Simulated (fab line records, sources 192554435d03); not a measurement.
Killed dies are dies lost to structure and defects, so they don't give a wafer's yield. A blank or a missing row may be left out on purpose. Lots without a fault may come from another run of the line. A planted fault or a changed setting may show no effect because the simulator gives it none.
Problem report in the 8D (eight disciplines) form, filled by code | flow n5_finfet | the parts of the form that need people (team, actions taken, sign-off) are left out

1. THE PROBLEM
run_length_s at N5_BEOL_M1_COAT_76 reads a mean of 87.90 s on 5 wafers of 3 lots; wafers without a fault read 66.19 s with a standard deviation of 0.2. That is +99 or more standard deviations from the usual mean.
The step: time 60 s, resist thk 5 nm.
First seen on wafer L107.2, day 10 06:48, on litho_track-04. The record holds 25 wafers of 9 lots with a number at this step. Rule for "out", or "out of limits": more than 4 standard deviations from the usual mean. The other wafers with a number count as sound.

2. WHAT IT IS AND WHAT IT IS NOT
question                    | is                                     | is not
which readings at this step | run_length_s                           | -
which lots                  | L107, L108, L111                       | L101, L102, L112, L113, L994, L996
which wafers of those lots  | L107.2, L107.6, L108.2, L111.2, L111.6 | L108.4, L111.5
read on which tools         | litho_track-04                         | litho_track-03, litho_track-05
when                        | from day 10 06:48                      | up to then (12 sound wafers); but 8 sound wafers of L108, L111, L112, L113 came after

3. SUSPECTS, AND WHAT RULES EACH OUT
Counting: a tool at a process step up to the reading stays a suspect if it ran every lot that is out. Sound lots after the first of them don't rule it out here, since some wafers of a struck lot are sound.
- litho_track-04 at N5_BEOL_M1_COAT_76 (time 60 s, resist thk 5 nm): kept. It ran every lot that is out, first L107 (day 10 06:48); its last sound lot up to then is L102 (day 9 09:00). Its own readings are out on those wafers: run_length_s.
Left after counting: litho_track-04 at N5_BEOL_M1_COAT_76.

4. THE CAUSE (what the simulator had put in)
Process parameter drift: litho_track-04, from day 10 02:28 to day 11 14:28, at N5_BEOL_M1_COAT_76. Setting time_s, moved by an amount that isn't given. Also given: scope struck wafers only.
Counting left only this tool.

5. THE CHAIN OF EFFECTS, in route order
Each row: a reading whose mean over the struck wafers that have a number lies more than 3 standard deviations from the usual. Only readings for which the record gives a usual standard deviation are gone through. hours: the time from each lot's start at the first step in this table that gives one to its start at this step, as a median over the lots. sigmas: the change in usual standard deviations.
hours | step               | reading      | usual   | on struck wafers | change | sigmas
0     | N5_BEOL_M1_COAT_76 | run_length_s | 66.19 s | 87.90            | +21.71 | +99 or more
The process steps in it:
- N5_BEOL_M1_COAT_76: time 60 s, resist thk 5 nm.
Later measuring or inspecting steps at which every struck wafer that the step has a row for has a number for every such reading, and none has moved that far: N5_BEOL_M4_RC_MEAS_101.

6. WHAT WOULD HAVE CAUGHT IT SOONER
In this record the first reading out of limits was taken at day 10 06:48, 4 hours after the fault began at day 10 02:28.
